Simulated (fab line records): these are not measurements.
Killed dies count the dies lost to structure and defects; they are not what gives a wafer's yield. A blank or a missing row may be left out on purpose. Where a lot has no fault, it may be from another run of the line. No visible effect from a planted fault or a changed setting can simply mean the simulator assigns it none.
fab line records	flow n5-finfet
record: lots: 7	wafers: 21
route steps=1938 shown BEOL_M6@1197 BEOL_M7@1280 BEOL_M8@1374 BEOL_M10@1488
start-h: the number of hours between the record's first day and the start of the first shown wafer of the lot	wait-h: how many hours have passed since the lot's step before this one	" repeats the value in the row above	L1.1+2: a single row standing in for several wafers	- no value present, or no start provided	* or withheld: withheld	< > ~ a bound
route shown NAME@n: a module of which the file shows steps, and the number in the route of the first	usual: mean/standard deviation taken from wafers without a fault	same: alike in all rows	chamber/n: place in a boat	sites: the reading at each site	_std_site: the values' standard deviation	_edge_site: outer sites' mean less inner sites'	radius-mm: how far each site lies from the wafer's centre	mask NAME#n: copy n	behind: the most recent tool/chamber to have shaped the wafer	hold: what put the lot on hold/how long, in hours/how the hold closed	device: the n, p or np transistor that did not switch	end of line: the route-end tests of the same wafers	a step without rows: its recipe alone	killed: dies lost to structure and defects at the first sort, not the wafer's yield	map: shows each die of a wafer: x if killed, . if not, _ if none is there
set.NAME: the run value of the setting; set.NAME@STEP: its run value at that earlier step	model.NAME: the simulator's own value behind a step, which no gauge read
lots run with intentionally changed settings; tables by step, rows by wafer
== steps ==
step: N5_BEOL_M6_PECVD_70
recipe: material: SiO2	target-thk-a: 200	temp-c: 400	precursor: TEOS/O2	pressure-torr: 5.5	rf-w: 450	teos-flow-sccm: 53.8	gas: O2	flow-sccm: 3000	time-s: 22.7
lot.wafer	tool	chamber	start-h	wait-h	set.temp-c	model.SiO2_of_BEOL_M6_PECVD_70.thk-nm
L075.3	pecvd-02	2	187.82	0.0	400	19.6
L075.4+5	"	1,2	"	"	400	20
L077.1	pecvd-01	1	196.28	0.0	400	19.8
L077.3	"	2	"	"	407.3	18.8
L077.6	"	0	"	"	407.3	19.2
L084.2	pecvd-01	2	247.70	0.0	400	19.6
L084.5+6	"	1,2	"	"	400	20.2
L086.1	pecvd-04	1	251.36	0.0	400	20
L086.4	"	2	"	"	383.7	22.8
L086.6	"	0	"	"	383.7	22.6
L087.3	pecvd-04	2	255.35	0.0	400	19.8
L087.4	"	2	"	"	388.7	21.8
L087.6	"	0	"	"	388.7	22
L091.1	pecvd-02	0	292.16	0.0	400	19.6
L091.3	"	2	"	"	410.4	18.2
L091.4	"	2	"	"	410.4	18.6
L097.4	pecvd-01	0	319.31	0.1	407	19.2
L097.5	"	2	"	"	400	19.8
L097.6	"	1	"	"	407	19.4
step: N5_BEOL_M6_HM_DEP_02
recipe: material: TiN	target-thk-a: 200	temp-c: 25	chamber-pressure-pa: 0.49996
lot.wafer	tool	chamber	start-h	wait-h	set.target-thk-a	model.TiN_of_BEOL_M6_HM_DEP_02.thk-nm
L075.3+5	pvd-sputter-01	-	188.82	1.0	200	20
L075.4	"	-	"	"	186.1	18.6
L077.1	pvd-sputter-03	-	197.55	1.3	220.6	21.8
L077.3	"	-	"	"	200	19.6
L077.6	"	-	"	"	200	19.8
L084.2	pvd-sputter-01	-	251.08	3.4	200	20
L084.5+6	"	-	"	"	200	20.2
L086.1	pvd-sputter-01	-	251.84	0.5	222.1	22
L086.4	"	-	"	"	200	20
L086.6	"	-	"	"	200	19.8
L087.3	pvd-sputter-02	-	256.12	0.7	220	22
L087.4	"	-	"	"	220	22.2
L087.6	"	-	"	"	200	20
L091.1	pvd-sputter-02	-	292.87	0.7	190	18.6
L091.3	"	-	"	"	190	18.8
L091.4	"	-	"	"	200	19.8
L097.4+5	pvd-sputter-03	-	323.90	4.6	178.8	18
L097.6	"	-	"	"	200	20
step: N5_BEOL_M6_COAT_59
recipe: resist: SOC	temp-c: 250	time-s: 60	spin-rpm: 1500	resist-thk-nm: 100
step: N5_BEOL_M6_COAT_60
recipe: resist: SiARC	temp-c: 220	time-s: 60	spin-rpm: 1500	resist-thk-nm: 35
step: N5_BEOL_M6_STRIP_68
recipe: chemistry: N2/H2	temp-c: 40	n2-flow-sccm: 200	h2-flow-sccm: 200	rf-frequency-hz: 6e+07
step: N5_BEOL_M6_STRIP_67
recipe: chemistry: CF4	resist: SiARC	power-w: 300	bias-power-w: 75	pressure-mtorr: 50	cf4-flow-sccm: 150	rf-frequency-hz: 6e+07
step: N5_BEOL_M6_HM_OPEN_17
recipe: chemistry: Cl2/BCl3	target-depth-a: 200	overetch-a: 60	target: TiN	mask-material: SOC	ion-energy-ev: 150	pressure-mtorr: 10	icp-w: 1000	bias-w: 126	Cl2_flow_sccm: 53.25	bcl3-flow-sccm: 21.75	Ar_flow_sccm: 25
lot.wafer	tool	chamber	start-h	wait-h	set.target-thk-a@BEOL_M6_HM_DEP_02	model.etch.depth-nm
L075.3	rie-metal-01	0	189.80	0.1	200	20.03
L075.4	"	1	"	"	186.1	18.59
L075.5	"	0	"	"	200	19.97
L077.1	rie-metal-03	1	198.69	0.0	220.6	21.87
L077.3	"	0	"	"	200	19.59
L077.6	"	0	"	"	200	19.72
L084.2	rie-metal-01	1	252.17	0.0	200	19.92
L084.5	"	0	"	"	200	20.16
L084.6	"	1	"	"	200	20.11
L086.1	rie-metal-01	0	252.95	0.0	222.1	22.03
L086.4	"	1	"	"	200	19.91
L086.6	"	0	"	"	200	19.83
L087.3	rie-metal-02	0	257.01	0.1	220	21.98
L087.4	"	1	"	"	220	22.12
L087.6	"	1	"	"	200	20
L091.1	rie-metal-02	1	294.09	0.0	190	18.6
L091.3	"	1	"	"	190	18.73
L091.4	"	0	"	"	200	19.84
L097.4	rie-metal-01	1	325.11	0.1	178.8	18.09
L097.5	"	0	"	"	178.8	17.97
L097.6	"	1	"	"	200	20.01
step: N5_BEOL_M7_ETCH_61
recipe: chemistry: CF4	target: SiARC	target-depth-a: 455	mask-material: CAR-ArF	time-s: 75.8	ion-energy-ev: 80	pressure-mtorr: 40	source-w: 545	bias-w: 36	Ar_flow_sccm: 100	cf4-flow-sccm: 100	ends: cleared
usual: etch-rf-on-time-s: 76.1/0.98	rf-vpp-V: 184.2/1.4
lot.wafer	tool	chamber	start-h	wait-h	set.source-w	etch-rf-on-time-s	rf-vpp-V
L075.3	rie-diel-06	2	198.31	0.0	450.6	90.2	198.0
L075.4	"	0	"	"	545	75.5	183.7
L075.5	"	3	"	"	545	75.1	184.0
L077.1	rie-diel-06	1	206.06	0.0	545	76.9	184.1
L077.3	"	0	"	"	480	85.1	192.6
L077.6	"	0	"	"	545	75.9	184.7
L084.2	rie-diel-06	2	258.22	0.0	545	74.4	184.7
L084.5	"	1	"	"	545	77.5	182.9
L084.6	"	0	"	"	545	76.2	184.3
L086.1	rie-diel-05	2	259.14	0.0	545	76.6	186.2
L086.4	"	0	"	"	545	75.5	186.0
L086.6	"	0	"	"	571.3	72.1	181.7
L087.3	rie-diel-05	0	264.44	0.0	545	75.5	183.9
L087.4	"	1	"	"	545	75.4	184.3
L087.6	"	2	"	"	474.4	86.9	194.0
L091.1	rie-diel-06	2	301.71	0.0	545	75.7	184.5
L091.3	"	0	"	"	616	69.5	175.2
L091.4	"	3	"	"	545	75.9	186.0
L097.4	rie-diel-06	2	334.28	0.0	545	74.8	182.9
L097.5	"	3	"	"	573.4	70.8	181.6
L097.6	"	0	"	"	573.4	72.6	181.4
step: N5_BEOL_M7_ETCH_62
recipe: chemistry: N2/H2	target: SOC	target-depth-a: 1100	overetch-a: 220	mask-material: SiARC	temp-c: 40	time-s: 165	ion-energy-ev: 200	pressure-mtorr: 30	source-w: 840	bias-w: 150	n2-flow-sccm: 200	h2-flow-sccm: 200
usual: rf-vpp-V: 524/3.2
lot.wafer	tool	chamber	start-h	wait-h	set.source-w	rf-vpp-V
L075.3	rie-diel-06	2	198.36	0.0	882.8	518
L075.4	"	0	"	"	840	526
L075.5	"	3	"	"	840	525
L077.1	rie-diel-06	1	206.12	0.0	904.8	510
L077.3	"	0	"	"	840	526
L077.6	"	0	"	"	904.8	513
L084.2	rie-diel-06	2	258.28	0.0	840	526
L084.5	"	1	"	"	840	523
L084.6	"	0	"	"	840	525
L086.1	rie-diel-05	2	259.19	0.0	917	511
L086.4	"	0	"	"	917	511
L086.6	"	0	"	"	840	526
L087.3	rie-diel-05	0	264.49	0.0	840	527
L087.4	"	1	"	"	840	519
L087.6	"	2	"	"	840	524
L091.1	rie-diel-06	2	301.77	0.0	840	526
L091.3	"	0	"	"	840	524
L091.4	"	3	"	"	840	525
L097.4	rie-diel-06	2	334.37	0.1	840	525
L097.5	"	3	"	"	840	525
L097.6	"	0	"	"	840	524
step: N5_BEOL_M7_TRENCH_ETCH_37
recipe: chemistry: C4F6/O2	target-depth-a: 934.78	target: SiCOH_lowk	time-s: 31.2	ion-energy-ev: 250	pressure-mtorr: 30	source-w: 345	bias-w: 185	Ar_flow_sccm: 300	C4F6_flow_sccm: 10	O2_flow_sccm: 10
usual: rf-vpp-V: 664/7.3
lot.wafer	tool	chamber	start-h	wait-h	set.source-w	rf-vpp-V
L075.3	rie-diel-02	3	-	-	317.7	701
L075.4	"	2	"	"	345	663
L075.5	"	0	"	"	317.7	681
L077.1	rie-diel-05	1	-	-	345	661
L077.3	"	2	"	"	345	668
L077.6	"	1	"	"	345	661
L084.2	rie-diel-06	0	-	-	345	671
L084.5	"	1	"	"	345	662
L084.6	"	2	"	"	345	673
L086.1	rie-diel-02	3	-	-	307.7	711
L086.4	"	1	"	"	307.7	716
L086.6	"	0	"	"	307.7	692
L087.3	rie-diel-05	1	-	-	345	660
L087.4	"	3	"	"	394.7	618
L087.6	"	0	"	"	345	660
L091.1	rie-diel-06	2	-	-	297.6	727
L091.3	"	3	"	"	345	653
L091.4	"	0	"	"	297.6	722
L097.4	rie-diel-06	3	-	-	345	653
L097.5	"	2	"	"	345	674
L097.6	"	0	"	"	345	669
step: N5_BEOL_M8_VIA_ETCH_34
recipe: chemistry: C4F6/O2	target: SiCOH_lowk	target-depth-a: 1255	mask-material: SOC	taper-deg: 4	time-s: 50.5	ion-energy-ev: 250	pressure-mtorr: 30	source-w: 345	bias-w: 185	Ar_flow_sccm: 300	C4F6_flow_sccm: 10	O2_flow_sccm: 10
usual: rf-vpp-V: 670/5.8
lot.wafer	tool	chamber	start-h	wait-h	set.source-w	rf-vpp-V
L075.3	rie-diel-03	3	209.21	0.0	345	664
L075.4	"	1	"	"	345	661
L075.5	"	1	"	"	345	662
L077.1	rie-diel-03	2	216.30	0.0	378.8	645
L077.3	"	1	"	"	378.8	629
L077.6	"	2	"	"	345	677
L086.1	rie-diel-04	2	269.01	0.0	345	664
L086.4	"	0	"	"	306.9	704
L086.6	"	0	"	"	306.9	705
L084.2	rie-diel-03	1	269.10	0.0	345	660
L084.5	"	3	"	"	345	664
L084.6	"	0	"	"	345	666
L087.3	rie-diel-04	1	281.07	0.0	345	669
L087.4	"	2	"	"	324.6	684
L087.6	"	0	"	"	345	664
L091.1	rie-diel-04	1	314.25	0.0	345	666
L091.3	"	0	"	"	345	662
L091.4	"	1	"	"	345	667
L097.4	rie-diel-01	2	343.51	0.0	345	670
L097.5	"	1	"	"	306	718
L097.6	"	0	"	"	345	666
step: N5_BEOL_M8_TRENCH_ETCH_37
recipe: chemistry: C4F6/O2	target-depth-a: 934.78	target: SiCOH_lowk	time-s: 31.2	ion-energy-ev: 250	pressure-mtorr: 30	source-w: 345	bias-w: 185	Ar_flow_sccm: 300	C4F6_flow_sccm: 10	O2_flow_sccm: 10
lot.wafer	tool	chamber	start-h	wait-h	set.time-s	model.etch.depth-nm	model.BEOL_M8.feature-depth-nm
L075.3	rie-diel-03	3	-	-	24.28	69.98	70
L075.4	"	1	"	"	24.28	71.38	71.4
L075.5	"	1	"	"	31.2	90.98	91
L077.1	rie-diel-03	2	-	-	31.2	90.96	91
L077.3	"	1	"	"	24.37	70.8	70.8
L077.6	"	2	"	"	24.37	71.1	71.2
L086.1	rie-diel-04	2	-	-	31.2	90.9	90.8
L086.4	"	0	"	"	31.2	94.06	94
L086.6	"	0	"	"	31.2	93.8	93.8
L084.2	rie-diel-03	1	-	-	31.2	94.62	94.6
L084.5	"	3	"	"	31.2	93.1	93.2
L084.6	"	0	"	"	31.2	93.24	93.2
L087.3	rie-diel-04	1	-	-	29.22	89.4	89.4
L087.4	"	2	"	"	31.2	91.71	91.8
L087.6	"	0	"	"	31.2	93.09	93
L091.1	rie-diel-04	1	-	-	31.2	94.67	94.6
L091.3	"	0	"	"	31.2	93.39	93.4
L091.4	"	1	"	"	29.06	87.66	87.6
L097.4	rie-diel-01	2	-	-	33.07	98.22	98.2
L097.5	"	1	"	"	31.2	93.71	93.8
L097.6	"	0	"	"	33.07	97.81	97.8
step: N5_BEOL_M8_ETCH_41
recipe: chemistry: CH3F/O2	target: SiCN	target-depth-a: 319	taper-deg: 2	time-s: 57.8	ion-energy-ev: 120	mask-material: TiN	pressure-mtorr: 30	source-w: 395	bias-w: 75	Ar_flow_sccm: 150	CH3F_flow_sccm: 30	O2_flow_sccm: 20
step: N5_BEOL_M8_STRIP_80
recipe: chemistry: N2/H2	time-s: 10	power-w: 450	temp-c: 40	pressure-mtorr: 20	rf-frequency-hz: 6e+07	bias-power-w: 7	n2-flow-sccm: 200	h2-flow-sccm: 200
step: N5_BEOL_M8_OCD_MEAS_38
usual: trench-depth-nm: 93.3/1.3
lot.wafer	tool	chamber	start-h	wait-h	set.time-s@BEOL_M8_TRENCH_ETCH_37	trench-depth-nm
L075.3	ocd-02	-	209.46	-	24.28	70.1
L075.4	"	-	"	"	24.28	70.9
L075.5	"	-	"	"	31.2	90.6
L077.1	ocd-01	-	216.55	-	31.2	91.0
L077.3	"	-	"	"	24.37	70.6
L077.6	"	-	"	"	24.37	70.6
L086.1	ocd-01	-	269.26	-	31.2	91.2
L086.4	"	-	"	"	31.2	94.0
L086.6	"	-	"	"	31.2	94.4
L084.2	ocd-01	-	269.35	-	31.2	94.3
L084.5	"	-	"	"	31.2	93.0
L084.6	"	-	"	"	31.2	92.9
L087.3	ocd-02	-	281.33	-	29.22	88.9
L087.4	"	-	"	"	31.2	91.7
L087.6	"	-	"	"	31.2	93.1
L091.1	ocd-01	-	314.50	-	31.2	94.6
L091.3	"	-	"	"	31.2	93.5
L091.4	"	-	"	"	29.06	88.0
L097.4	ocd-01	-	343.76	-	33.07	98.4
L097.5	"	-	"	"	31.2	94.4
L097.6	"	-	"	"	33.07	98.3
step: N5_BEOL_M8_HM_STRIP_39
recipe: chemistry: peroxide-tin-strip	material: TiN	target-depth-a: 250	temp-c: 50	time-s: 158
step: N5_BEOL_M8_SRD_40
recipe: time-s: 30	temp-c: 23	rinse-liquid: diw	dry: ipa-marangoni
step: N5_BEOL_M8_ECD_50
recipe: material: Cu	target-thk-a: 3000
step: N5_BEOL_M8_ANNEAL_51
recipe: temp-c: 225	time-s: 90	ambient: N2
step: N5_BEOL_M8_CMP_52
recipe: stop-on: SiCOH_lowk	t-overpolish-s: 6.9	down-force-psi: 1	platen-rpm: 50	clearing-platen-down-force-psi: 1.5	clearing-platen-rpm: 50	post-cmp-clean: cu-alkaline	target-thk-nm: 80	clearing-platen-pad-velocity-m-s: 0.99484	pad-velocity-m-s: 0.99484
lot.wafer	tool	chamber	start-h	wait-h	set.time-s@BEOL_M8_TRENCH_ETCH_37	model.Cu_of_BEOL_M8_ECD_50.thk-nm
L075.3	cmp-04	1	211.71	0.2	24.28	55.8
L075.4	"	0	"	"	24.28	57.8
L075.5	"	2	"	"	31.2	76.8
L077.3	cmp-03	2	218.63	0.2	24.37	57.8
L077.1	"	3	"	"	31.2	78.4
L077.6	"	3	"	"	24.37	59
L086.1	cmp-01	3	271.15	0.3	31.2	78.4
L086.4	"	1	"	"	31.2	82.2
L086.6	"	3	"	"	31.2	81
L084.2	cmp-01	0	272.70	0.2	31.2	81.4
L084.5	"	0	"	"	31.2	80.4
L084.6	"	1	"	"	31.2	78.6
L087.4	cmp-01	3	284.29	0.1	31.2	78.6
L087.3	"	0	"	"	29.22	75.4
L087.6	"	3	"	"	31.2	79
L091.3	cmp-01	1	317.36	0.2	31.2	81.6
L091.4	"	3	"	"	29.06	75
L091.1	"	0	"	"	31.2	82.4
L097.4	cmp-03	3	346.67	0.1	33.07	84.2
L097.5	"	3	"	"	31.2	79.2
L097.6	"	0	"	"	33.07	83.4
step: N5_BEOL_M8_THK_MEAS_53
recipe: thk-meas-gauge: xrf	reads: Cu_of_BEOL_M8_ECD_50
usual: M8_THK: 79.7/1.6
lot.wafer	tool	chamber	start-h	wait-h	set.time-s@BEOL_M8_TRENCH_ETCH_37	M8_THK[nm]
L075.3	film-metro-02	-	212.01	-	24.28	56.0
L075.4	"	-	"	"	24.28	57.8
L075.5	"	-	"	"	31.2	76.8
L077.1	film-metro-01	-	218.92	-	31.2	77.5
L077.3	"	-	"	"	24.37	57.3
L077.6	"	-	"	"	24.37	58.4
L086.1	film-metro-02	-	271.41	-	31.2	78.1
L086.4	"	-	"	"	31.2	81.9
L086.6	"	-	"	"	31.2	80.9
L084.2	film-metro-02	-	273.00	-	31.2	81.3
L084.5	"	-	"	"	31.2	80.2
L084.6	"	-	"	"	31.2	78.5
L087.3	film-metro-01	-	284.58	-	29.22	74.5
L087.4	"	-	"	"	31.2	77.6
L087.6	"	-	"	"	31.2	78.0
L091.1	film-metro-01	-	317.66	-	31.2	80.8
L091.3	"	-	"	"	31.2	80.1
L091.4	"	-	"	"	29.06	73.5
L097.4	film-metro-01	-	346.97	-	33.07	82.7
L097.5	"	-	"	"	31.2	78.1
L097.6	"	-	"	"	33.07	82.1
step: N5_BEOL_M8_PRE_CLEAN_55
recipe: gas: NH3	time-s: 15	temp-c: withheld	rf-power-w: 300
step: N5_BEOL_M8_DEP_56
recipe: material: SiCN	target-thk-a: 100	temp-c: withheld	precursor: 3MS/NH3	pressure-torr: 3	rf-w: 202	time-s: 17.5
step: N5_BEOL_M8_RS_MEAS_57
recipe: thk-meas-gauge: four-point-probe	reads: Cu_of_BEOL_M8_ECD_50+Co_of_BEOL_M8_CVD_78+TaN_of_BEOL_M8_ALD_77
usual: M8_RS: 0.285/0.0067
lot.wafer	tool	chamber	start-h	wait-h	set.time-s@BEOL_M8_TRENCH_ETCH_37	M8_RS[ohm/sq]
L075.3	film-metro-02	-	212.17	0.1	24.28	0.442
L075.4	"	-	"	"	24.28	0.424
L075.5	"	-	"	"	31.2	0.301
L077.1	film-metro-02	-	219.05	0.1	31.2	0.293
L077.3	"	-	"	"	24.37	0.423
L077.6	"	-	"	"	24.37	0.412
L086.1	film-metro-01	-	271.54	0.1	31.2	0.294
L086.4	"	-	"	"	31.2	0.277
L086.6	"	-	"	"	31.2	0.283
L084.2	film-metro-02	-	273.13	0.1	31.2	0.281
L084.5	"	-	"	"	31.2	0.284
L084.6	"	-	"	"	31.2	0.292
L087.3	film-metro-02	-	284.71	0.1	29.22	0.307
L087.4	"	-	"	"	31.2	0.293
L087.6	"	-	"	"	31.2	0.291
L091.1	film-metro-01	-	317.79	0.1	31.2	0.276
L091.3	"	-	"	"	31.2	0.279
L091.4	"	-	"	"	29.06	0.309
L097.4	film-metro-02	-	347.10	0.0	33.07	0.269
L097.5	"	-	"	"	31.2	0.289
L097.6	"	-	"	"	33.07	0.273
step: N5_BEOL_M10_ETCH_62
recipe: chemistry: N2/H2	target: SOC	target-depth-a: 1100	overetch-a: 220	mask-material: SiARC	temp-c: 40	time-s: 165	ion-energy-ev: 200	pressure-mtorr: 30	source-w: 840	bias-w: 150	n2-flow-sccm: 200	h2-flow-sccm: 200
lot.wafer	tool	chamber	start-h	wait-h	set.time-s	model.SiARC_of_BEOL_M10_COAT_60.thk-nm
L075.3	rie-diel-04	0	221.36	0.0	190.8	22.4
L075.4	"	2	"	"	165	23.8
L075.5	"	3	"	"	165	23.4
L077.1+6	rie-diel-01	3	230.39	0.0	143.7	24.2
L077.3	"	0	"	"	165	23.4
L086.1	rie-diel-04	2	282.20	0.0	165	23.6
L086.4	"	1	"	"	165	23.4
L086.6	"	2	"	"	186.7	23
L084.2	rie-diel-01	0	287.32	0.0	165	23.6
L084.5	"	0	"	"	165	23.4
L084.6	"	3	"	"	165	23.2
L087.3	rie-diel-03	0	294.94	0.0	191.2	22.6
L087.4	"	3	"	"	191.2	22.8
L087.6	"	0	"	"	165	23.4
L091.1	rie-diel-03	2	333.84	0.0	165	23.4
L091.3+4	"	1,3	"	"	194.8	22
L097.4	rie-diel-04	0	359.28	0.0	165	23.4
L097.5	"	0	"	"	165	23.6
L097.6	"	3	"	"	152.5	23.8
step: N5_BEOL_M10_STRIP_68
recipe: chemistry: N2/H2	temp-c: 40	n2-flow-sccm: 200	h2-flow-sccm: 200	rf-frequency-hz: 6e+07
step: N5_BEOL_M10_STRIP_67
recipe: chemistry: CF4	resist: SiARC	power-w: 300	bias-power-w: 75	pressure-mtorr: 50	cf4-flow-sccm: 150	rf-frequency-hz: 6e+07
step: N5_BEOL_M10_HM_OPEN_17
recipe: chemistry: Cl2/BCl3	target-depth-a: 200	overetch-a: 60	target: TiN	mask-material: SOC	ion-energy-ev: 150	pressure-mtorr: 10	icp-w: 1000	bias-w: 126	Cl2_flow_sccm: 53.25	bcl3-flow-sccm: 21.75	Ar_flow_sccm: 25
lot.wafer	tool	chamber	start-h	wait-h	set.time-s@BEOL_M10_ETCH_62	model.etch.depth-nm
L075.3	rie-metal-01	0	221.58	0.1	190.8	17.32
L075.4	"	1	"	"	165	20.21
L075.5	"	1	"	"	165	20.15
L077.1	rie-metal-02	0	230.58	0.0	143.7	20.05
L077.3	"	0	"	"	165	19.91
L077.6	"	0	"	"	143.7	19.98
L086.1	rie-metal-02	0	282.39	0.0	165	19.83
L086.4	"	1	"	"	165	19.86
L086.6	"	0	"	"	186.7	17.76
L084.2	rie-metal-02	0	287.51	0.0	165	19.71
L084.5	"	0	"	"	165	19.64
L084.6	"	1	"	"	165	19.74
L087.3	rie-metal-02	1	295.16	0.1	191.2	17.53
L087.4	"	0	"	"	191.2	17.43
L087.6	"	1	"	"	165	19.81
L091.1	rie-metal-02	0	334.02	0.0	165	20.06
L091.3	"	1	"	"	194.8	17.05
L091.4	"	0	"	"	194.8	17.02
L097.4	rie-metal-03	0	359.50	0.1	165	19.47
L097.5	"	0	"	"	165	19.87
L097.6	"	1	"	"	152.5	19.39
== key ==
split: step: N5_BEOL_M6_PECVD_70	setting: temp-c	stated: 400	by: wafer
response: step: N5_BEOL_M6_PECVD_70	reading: model.SiO2_of_BEOL_M6_PECVD_70.thk-nm	change: -0.593	per: 1%	r: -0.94
split: step: N5_BEOL_M6_HM_DEP_02	setting: target-thk-a	stated: 200	by: wafer
response: step: N5_BEOL_M6_HM_DEP_02	reading: model.TiN_of_BEOL_M6_HM_DEP_02.thk-nm	change: +0.199	per: 1%	r: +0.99
response: step: N5_BEOL_M6_HM_OPEN_17	reading: model.etch.depth-nm	change: +0.202	per: 1%	r: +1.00
split: step: N5_BEOL_M7_ETCH_61	setting: source-w	stated: 545	by: wafer
response: step: N5_BEOL_M7_ETCH_61	reading: etch-rf-on-time-s	change: *	per: 1%	r: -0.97
response: step: N5_BEOL_M7_ETCH_61	reading: rf-vpp-V	change: -0.759	per: 1%	r: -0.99
split: step: N5_BEOL_M7_ETCH_62	setting: source-w	stated: 840	by: wafer
response: step: N5_BEOL_M7_ETCH_62	reading: rf-vpp-V	change: -1.66	per: 1%	r: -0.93
split: step: N5_BEOL_M7_TRENCH_ETCH_37	setting: source-w	stated: 345	by: wafer
response: step: N5_BEOL_M7_TRENCH_ETCH_37	reading: rf-vpp-V	change: -3.92	per: 1%	r: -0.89
split: step: N5_BEOL_M8_VIA_ETCH_34	setting: source-w	stated: 345	by: wafer
response: step: N5_BEOL_M8_VIA_ETCH_34	reading: rf-vpp-V	change: -3.98	per: 1%	r: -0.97
split: step: N5_BEOL_M8_TRENCH_ETCH_37	setting: time-s	stated: 31.2	by: wafer
response: step: N5_BEOL_M8_TRENCH_ETCH_37	reading: model.etch.depth-nm	change: +0.893	per: 1%	r: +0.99
response: step: N5_BEOL_M8_TRENCH_ETCH_37	reading: model.BEOL_M8.feature-depth-nm	change: +0.892	per: 1%	r: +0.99
response: step: N5_BEOL_M8_OCD_MEAS_38	reading: trench-depth-nm	change: +0.895	per: 1%	r: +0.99
response: step: N5_BEOL_M8_CMP_52	reading: model.Cu_of_BEOL_M8_ECD_50.thk-nm	change: +0.894	per: 1%	r: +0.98
response: step: N5_BEOL_M8_THK_MEAS_53	reading: M8_THK	change: +0.883	per: 1%	r: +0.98
response: step: N5_BEOL_M8_RS_MEAS_57	reading: M8_RS	change: -0.00555	per: 1%	r: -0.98
split: step: N5_BEOL_M10_ETCH_62	setting: time-s	stated: 165	by: wafer
response: step: N5_BEOL_M10_ETCH_62	reading: model.SiARC_of_BEOL_M10_COAT_60.thk-nm	change: -0.0609	per: 1%	r: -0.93
response: step: N5_BEOL_M10_HM_OPEN_17	reading: model.etch.depth-nm	change: -0.134	per: 1%	r: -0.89
